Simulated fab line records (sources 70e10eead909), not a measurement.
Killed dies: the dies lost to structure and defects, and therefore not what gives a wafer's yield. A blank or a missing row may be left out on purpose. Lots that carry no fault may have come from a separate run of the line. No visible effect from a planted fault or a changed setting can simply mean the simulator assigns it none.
A struck lot beside a sound one :: flow nandHarc :: 22 out of 1302 route steps
Sound: these wafers, L838.2, L838.4, L838.6. The struck wafers were L855.1, L855.5, L855.6. The cause is given at the end.
Per side, at each step with rows, come the tool, then ch with its chambers, and then its first start. Under that, the readings that differ: sound wafers :: struck wafers :: difference of the means :: sigmas: that difference in standard deviations of wafers without a fault.
alike: same words and numbers on both sides, and readings whose means sit less than 2 such deviations apart. not compared: any withheld reading, any reading some wafer has no value for, any bound like >300 that may hide the same value, and any number with overlapping values for which the record gives no deviation.
Wherever a step has rows on one side only, a row that says differs or no value, or a row with sigmas, the two part there. Numbers that have no deviation but don't overlap get no sigmas and don't part them. A reading missing from all wafers of one side parts the sides only when that side holds two or more wafers.

NHARC_P_CONTACT_CVD_23: deposits W, target thk 200 nm, time 557 s.
  sound: cvdW-02 ch 0,1; struck: cvdW-02 ch 0,1
  alike: heaterPowerW, throttleValvePct
NHARC_P_CONTACT_CMP_24: polishes, t overpolish 30 s, target thk 200 nm.
  sound on cmp-04 ch 0,3, day 6 09:13; struck on cmp-03 ch 1,2, day 13 19:10
  alike: motorCurrentA, overpolishRunS, timeToEndpointS
following that, these wafers have no rows for 1 step: NHARC_P_CONTACT_SRD_26.
NHARC_P_CONTACT_INSPECT_27:
  struck on defectInspect-01, day 13 19:32; sound on defectInspect-02, day 6 09:37
  alike: rawDefectCount
then, 7 steps without rows for these wafers: NHARC_P_M0_DEP_00 (deposits SiOC, target thk 150 nm); NHARC_P_M0_DEHYDRATE_01 (time 120 s); NHARC_P_M0_HMDS_02 (time 30 s); NHARC_P_M0_COAT_33 (time 65 s); NHARC_P_M0_COAT_03 (resist thk 90 nm); NHARC_P_M0_SOFTBAKE_04 (time 55 s); NHARC_P_M0_EBR_05.
NHARC_P_M0_EXPOSE_06: exposes mask P M0, target cd 90 nm.
  sound on arfiScanner-02 ch 0, day 6 10:16; struck on arfiScanner-03 ch 0, day 13 20:19
reading: exposureDoseMJCm2
sound: 81.37 81.40 81.44
struck: 106.65 106.66 106.57
difference: +25.22
sigmas: +99 or more
  alike: mask
then, 2 steps without rows for these wafers: NHARC_P_M0_PEB_07 (peb time 65 s); NHARC_P_M0_DEVELOP_08 (develop time 35 s).
NHARC_P_M0_CD_MEAS_09: target cd 90 nm.
  sound on cdSem-01 ch 0, day 6 10:24; struck on cdSem-01 ch 0, day 13 20:27
reading: cdNm (nm)
sound: 90.6 89.8 90.1
struck: 107.3 106.8 107.0
difference: +16.9
sigmas: +30
NHARC_P_M0_OVL_MEAS_10: pitch 180 nm.
  struck on overlay-02, day 13 20:32; sound on overlay-02, day 6 10:29
  alike: overlayXNm, overlayYNm
NHARC_P_M0_INSPECT_11:
  struck on defectInspect-02, day 13 20:35; sound on defectInspect-01, day 6 10:31
  alike: rawDefectCount
NHARC_P_M0_DESCUM_14: chemistry O2, time 3 s.
  sound on rieDiel-01 ch 1,3, day 6 10:35; struck on rieDiel-01 ch 2,3, day 13 20:39
reading: model.P_M0.cdNm (nm)
sound: 90.72 90.4 90.13
struck: 106.8 106.5 107.2
difference: +16.4
sigmas: 
  alike: drypumpMotorCurrentA, oesProductAu, rfVppV, showerheadPlenumPTorr, throttleValvePct
  not compared: rfHoursCounterH
NHARC_P_M0_ETCH_34: etches the open film in N2/H2, target depth 40 nm, overetch 12 nm, time 43.94 s.
  sound on rieDiel-01 ch 0,1,3, day 6 10:42; struck on rieDiel-01 ch 0,2,3, day 13 20:44
  alike: drypumpMotorCurrentA, oesProductAu, rfVppV, showerheadPlenumPTorr, throttleValvePct
  not compared: rfHoursCounterH
NHARC_P_M0_ETCH_15: etches the open film in C4F8/Ar, target depth 150 nm, overetch 15 nm, time 82.5 s.
  sound: rieDiel-01 ch 1,2; struck: rieDiel-01 ch 0,1,3
reading: model.P_M0.cdNm (nm)
sound: 90.78 90.22 90.07
struck: 107.1 106.9 107.6
difference: +16.8
sigmas: 
  alike: oesProductAu, rfVppV
  not compared: rfHoursCounterH
NHARC_P_M0_CD_MEAS_16:
  struck on cdSem-02, day 13 20:56; sound on cdSem-01, day 6 10:55
reading: cdNm (nm)
sound: 90.4 90.3 90.1
struck: 107.1 107.2 107.9
difference: +17.1
sigmas: +24
NHARC_END_SORT_01:
  the record has rows for the sound wafers here (prober-02 ch 0, day 24 19:29) and none for the struck ones

## WHERE THEY PART
Last at NHARC_END_SORT_01 as far as this record goes, first at NHARC_P_M0_EXPOSE_06.

WHY: what had been put in by the simulator
Process parameters drifting: arfiScanner-03 at NHARC_P_M0_EXPOSE_06, beginning at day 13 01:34. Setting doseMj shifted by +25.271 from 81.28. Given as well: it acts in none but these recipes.
